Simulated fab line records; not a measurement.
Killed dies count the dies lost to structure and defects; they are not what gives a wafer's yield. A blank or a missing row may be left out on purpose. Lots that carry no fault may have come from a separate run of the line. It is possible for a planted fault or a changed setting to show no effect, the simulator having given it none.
The tool behind it: which one?    flow n5 finfet    Sampling: 24 lots, 72 wafers, 5 of 1938 route steps

== WHAT EACH GAUGE READ, for each wafer ==
N5_BEOL_M13_THK_MEAS_01.
lot   measured      on             M13_ILD_THK (nm)
L074  day 10 06:39  film metro-01  834 839 852
L076  day 10 16:00  film metro-01  849 858 860
L075  day 10 21:16  film metro-01  822 833 848
L077  day 11 16:21  film metro-01  840 834 843
L079  day 11 23:00  film metro-01  835 862 852
L081  day 12 01:03  film metro-01  829 842 826
L080  day 12 01:38  film metro-02  837 835 850
L078  day 12 07:28  film metro-01  830 818 842
L082  day 12 07:40  film metro-01  826 811 837
L084  day 13 03:11  film metro-02  833 839 816
L083  day 13 03:55  film metro-02  840 862 846
L085  day 13 11:22  film metro-02  842 833 836
L086  day 13 20:59  film metro-01  838 826 850
L088  day 14 00:01  film metro-02  842 825 853
L087  day 14 00:18  film metro-01  829 856 856
L089  day 14 16:22  film metro-02  839 857 858
L091  day 14 23:57  film metro-02  823 825 849
L092  day 15 00:24  film metro-01  832 817 856
L090  day 15 02:25  film metro-01  829 832 845
L093  day 15 07:12  film metro-01  837 827 840
L094  day 15 13:40  film metro-01  828 833 866
L095  day 15 15:17  film metro-02  828 847 843
L096  day 16 12:54  film metro-01  833 829 839
L097  day 16 13:22  film metro-01  822 837 850

== EACH LOT AND THE TOOL THAT RAN IT (in order: tool; ch and the chambers of the sampled wafers; start) ==
lot   N5_BEOL_M12_ETCH_67                 N5_BEOL_M12_PRE_CLEAN_42      N5_BEOL_M12_SPUTTER_45        N5_BEOL_M13_ILD_DEP_00
L074  rie diel-06 ch 1,3, day 10 03:41    pvd sputter-02, day 10 05:15  pvd sputter-02, day 10 05:27  pecvd-04 ch 0,1, day 10 06:30
L076  rie diel-05 ch 0,1,3, day 10 12:22  pvd sputter-02, day 10 14:37  pvd sputter-02, day 10 14:49  pecvd-04 ch 0,1,2, day 10 15:51
L075  rie diel-05 ch 1,3, day 10 18:07    pvd sputter-02, day 10 19:53  pvd sputter-02, day 10 20:05  pecvd-02 ch 0,2, day 10 21:07
L077  rie diel-05 ch 1,2,3, day 11 13:25  pvd sputter-02, day 11 14:58  pvd sputter-02, day 11 15:10  pecvd-04 ch 1,2, day 11 16:12
L079  rie diel-03 ch 0,1,2, day 11 20:27  pvd sputter-03, day 11 21:37  pvd sputter-03, day 11 21:49  pecvd-04 ch 0,2, day 11 22:51
L081  rie diel-03 ch 2,3, day 11 22:38    pvd sputter-01, day 11 23:39  pvd sputter-01, day 11 23:51  pecvd-03 ch 0,1,2, day 12 00:54
L080  rie diel-03 ch 1,2,3, day 11 23:13  pvd sputter-02, day 12 00:09  pvd sputter-02, day 12 00:21  pecvd-02 ch 0,1,2, day 12 01:26
L078  rie diel-03 ch 1,3, day 11 23:43    pvd sputter-03, day 12 06:00  pvd sputter-03, day 12 06:12  pecvd-03 ch 0,1, day 12 07:16
L082  rie diel-05 ch 2,3, day 12 01:52    pvd sputter-02, day 12 06:09  pvd sputter-02, day 12 06:21  pecvd-02 ch 0,1,2, day 12 07:31
L084  rie diel-06 ch 0,2,3, day 12 22:55  pvd sputter-01, day 13 01:29  pvd sputter-01, day 13 01:41  pecvd-02 ch 0,1,2, day 13 02:46
L083  rie diel-03 ch 0,2,3, day 12 22:58  pvd sputter-01, day 13 02:24  pvd sputter-01, day 13 02:36  pecvd-03 ch 0,2, day 13 03:43
L085  rie diel-05 ch 0,1,3, day 13 07:43  pvd sputter-03, day 13 09:58  pvd sputter-03, day 13 10:10  pecvd-02 ch 0,1,2, day 13 11:13
L086  rie diel-05 ch 0,2,3, day 13 16:55  pvd sputter-02, day 13 19:28  pvd sputter-02, day 13 19:40  pecvd-03 ch 0,1,2, day 13 20:50
L088  rie diel-06 ch 1,3, day 13 21:06    pvd sputter-03, day 13 22:38  pvd sputter-03, day 13 22:50  pecvd-04 ch 0,1, day 13 23:52
L087  rie diel-03 ch 0,2,3, day 13 21:49  pvd sputter-02, day 13 22:50  pvd sputter-02, day 13 23:02  pecvd-04 ch 0,1, day 14 00:09
L089  rie diel-06 ch 0,2,3, day 14 12:28  pvd sputter-01, day 14 14:35  pvd sputter-01, day 14 14:47  pecvd-03 ch 0,2, day 14 16:13
L091  rie diel-06 ch 1,2, day 14 17:56    pvd sputter-03, day 14 22:34  pvd sputter-03, day 14 22:46  pecvd-02 ch 0,1,2, day 14 23:48
L092  rie diel-06 ch 0,1, day 14 19:41    pvd sputter-01, day 14 22:47  pvd sputter-01, day 14 22:59  pecvd-03 ch 0,1,2, day 15 00:15
L090  rie diel-03 ch 1,2,3, day 14 20:05  pvd sputter-01, day 15 00:57  pvd sputter-01, day 15 01:09  pecvd-02 ch 0,1,2, day 15 02:16
L093  rie diel-05 ch 0,3, day 15 02:39    pvd sputter-02, day 15 05:48  pvd sputter-02, day 15 06:00  pecvd-04 ch 0,1, day 15 07:03
L094  rie diel-03 ch 1,2, day 15 08:32    pvd sputter-01, day 15 12:16  pvd sputter-01, day 15 12:28  pecvd-03 ch 0,1, day 15 13:30
L095  rie diel-06 ch 0,1, day 15 11:43    pvd sputter-02, day 15 13:54  pvd sputter-02, day 15 14:06  pecvd-03 ch 0,2, day 15 15:08
L096  rie diel-05 ch 0,2,3, day 16 10:22  pvd sputter-03, day 16 11:31  pvd sputter-03, day 16 11:43  pecvd-02 ch 0,1, day 16 12:45
L097  rie diel-03 ch 1,2, day 16 10:31    pvd sputter-03, day 16 11:58  pvd sputter-03, day 16 12:10  pecvd-02 ch 0,2, day 16 13:13
- N5_BEOL_M12_ETCH_67: etches SiARC in CF4, target depth 143 nm, time 238.3 s.
- N5_BEOL_M12_PRE_CLEAN_42: time 30 s.
- N5_BEOL_M12_SPUTTER_45: material Cu, target thk 80 nm, time 13.33 s.
- N5_BEOL_M13_ILD_DEP_00: deposits SiOC from DEMS/O2, target thk 837.92 nm, time 166.4 s.

== WHAT THE TOOLS THEMSELVES READ (means of the sampled wafers that have a number; where no wafer has one, the mark that the record gives instead) ==
N5_BEOL_M12_ETCH_67.
lot   tool         bias w (W)  drypump motor current A (A)  etch rf on time s (s)  oes product au (a.u.)  rf vpp V (V)  showerhead plenum p Torr (Torr)  throttle valve pct (%)
L074  rie diel-06  35.92       6.1                          238                    0.62                   182.0         2.07                             15.56
L076  rie diel-05  35.94       5.4                          234                    0.67                   184.1         2.11                             15.68
L075  rie diel-05  35.96       5.2                          237                    0.66                   183.7         2.10                             15.66
L077  rie diel-05  36.06       5.4                          235                    0.66                   184.6         2.14                             15.58
L079  rie diel-03  36.07       5.9                          237                    0.69                   183.0         2.09                             15.63
L081  rie diel-03  36.12       6.0                          232                    0.65                   183.3         2.05                             15.62
L080  rie diel-03  36.13       5.7                          234                    0.70                   183.7         2.10                             15.59
L078  rie diel-03  35.99       5.5                          236                    0.74                   183.0         2.11                             15.57
L082  rie diel-05  36.05       5.5                          234                    0.66                   184.5         2.17                             15.49
L084  rie diel-06  35.97       5.7                          242                    0.71                   184.3         2.16                             15.49
L083  rie diel-03  36.03       6.0                          230                    0.67                   183.5         2.06                             15.64
L085  rie diel-05  35.95       5.4                          236                    0.64                   183.9         2.10                             15.72
L086  rie diel-05  36.04       5.5                          234                    0.64                   184.4         2.13                             15.63
L088  rie diel-06  35.99       6.1                          240                    0.60                   184.0         2.06                             15.62
L087  rie diel-03  36.02       6.0                          236                    0.65                   183.2         2.06                             15.67
L089  rie diel-06  36.00       5.7                          244                    0.69                   184.6         2.16                             15.51
L091  rie diel-06  36.00       5.5                          240                    0.65                   183.8         2.17                             15.43
L092  rie diel-06  36.02       5.1                          241                    0.71                   184.2         2.16                             15.45
L090  rie diel-03  36.02       5.7                          235                    0.68                   183.7         2.09                             15.64
L093  rie diel-05  36.09       5.4                          232                    0.67                   183.2         2.09                             15.74
L094  rie diel-03  36.07       5.9                          233                    0.64                   181.8         2.07                             15.71
L095  rie diel-06  35.99       5.3                          238                    0.66                   183.6         2.14                             15.46
L096  rie diel-05  36.08       5.5                          235                    0.71                   183.7         2.13                             15.52
L097  rie diel-03  35.91       5.6                          231                    0.68                   184.6         2.11                             15.70

N5_BEOL_M12_PRE_CLEAN_42.
lot   tool            heater power w (W)
L074  pvd sputter-02  411
L076  pvd sputter-02  378
L075  pvd sputter-02  393
L077  pvd sputter-02  397
L079  pvd sputter-03  352
L081  pvd sputter-01  389
L080  pvd sputter-02  393
L078  pvd sputter-03  328
L082  pvd sputter-02  374
L084  pvd sputter-01  391
L083  pvd sputter-01  387
L085  pvd sputter-03  321
L086  pvd sputter-02  375
L088  pvd sputter-03  310
L087  pvd sputter-02  349
L089  pvd sputter-01  358
L091  pvd sputter-03  324
L092  pvd sputter-01  374
L090  pvd sputter-01  375
L093  pvd sputter-02  376
L094  pvd sputter-01  366
L095  pvd sputter-02  324
L096  pvd sputter-03  344
L097  pvd sputter-03  345

N5_BEOL_M12_SPUTTER_45.
lot   tool            throttle valve pct (%)
L074  pvd sputter-02  29.5
L076  pvd sputter-02  30.1
L075  pvd sputter-02  29.5
L077  pvd sputter-02  30.2
L079  pvd sputter-03  29.5
L081  pvd sputter-01  30.8
L080  pvd sputter-02  30.1
L078  pvd sputter-03  30.2
L082  pvd sputter-02  29.9
L084  pvd sputter-01  31.2
L083  pvd sputter-01  31.1
L085  pvd sputter-03  30.1
L086  pvd sputter-02  30.3
L088  pvd sputter-03  30.0
L087  pvd sputter-02  30.6
L089  pvd sputter-01  31.2
L091  pvd sputter-03  29.2
L092  pvd sputter-01  30.8
L090  pvd sputter-01  30.3
L093  pvd sputter-02  29.7
L094  pvd sputter-01  30.7
L095  pvd sputter-02  30.3
L096  pvd sputter-03  31.4
L097  pvd sputter-03  31.1

N5_BEOL_M13_ILD_DEP_00.
lot   tool      chamber pressure Torr (Torr)  heater power w (W)  showerhead plenum p Torr (Torr)  showerhead vpp V (V)  throttle valve pct (%)
L074  pecvd-04  4.999                         485                 5.681                            1303                  12.4
L076  pecvd-04  5.001                         501                 5.706                            1342                  11.8
L075  pecvd-02  5.010                         485                 5.700                            1393                  12.1
L077  pecvd-04  5.003                         484                 5.709                            1337                  12.3
L079  pecvd-04  5.008                         468                 5.696                            1322                  11.4
L081  pecvd-03  5.001                         458                 5.691                            1398                  12.0
L080  pecvd-02  5.000                         499                 5.696                            1394                  12.4
L078  pecvd-03  5.001                         491                 5.709                            1437                  12.4
L082  pecvd-02  5.009                         469                 5.696                            1408                  12.3
L084  pecvd-02  4.997                         516                 5.702                            1387                  12.3
L083  pecvd-03  4.992                         424                 5.693                            1372                  11.9
L085  pecvd-02  4.994                         501                 5.700                            1393                  12.1
L086  pecvd-03  5.001                         442                 5.696                            1398                  12.0
L088  pecvd-04  5.002                         472                 5.683                            1283                  12.1
L087  pecvd-04  5.005                         477                 5.682                            1289                  12.2
L089  pecvd-03  4.996                         448                 5.686                            1378                  12.0
L091  pecvd-02  5.002                         520                 5.699                            1388                  12.3
L092  pecvd-03  4.991                         445                 5.698                            1401                  11.9
L090  pecvd-02  4.996                         497                 5.701                            1402                  12.3
L093  pecvd-04  4.994                         479                 5.687                            1293                  12.3
L094  pecvd-03  5.000                         475                 5.713                            1446                  12.3
L095  pecvd-03  4.993                         405                 5.685                            1385                  11.5
L096  pecvd-02  4.990                         520                 5.684                            1438                  12.6
L097  pecvd-02  4.996                         522                 5.703                            1416                  12.5

== THE ANSWER, worked out from the rows above alone ==
Rule: what is usual is taken from the lots themselves. The widest of any qualifying gaps counts: lots, ordered by their means at a reading, are off when they make up no more than a third of the lots, leave a main group of 4 or more, and stand apart from it by 3 or more times the standard deviation of that group's means. A main group whose means are all the same, to the digits that the tables above print for the reading, isn't used. Also off: a lot with no number at a reading for which 4 or more lots have one. Where the step has rows for the other lots, those lots are counted as sound. The gauges are gone through in route order, then the tools' own readings, and for those a lot's mean is taken as printed above. At the first step where some lot is off, the reading lying furthest off is the one used; lots without a number count as furthest.
Nothing can be told from this: no lot is off at any reading shown.

== WHAT WAS PUT IN BY THE SIMULATOR ==
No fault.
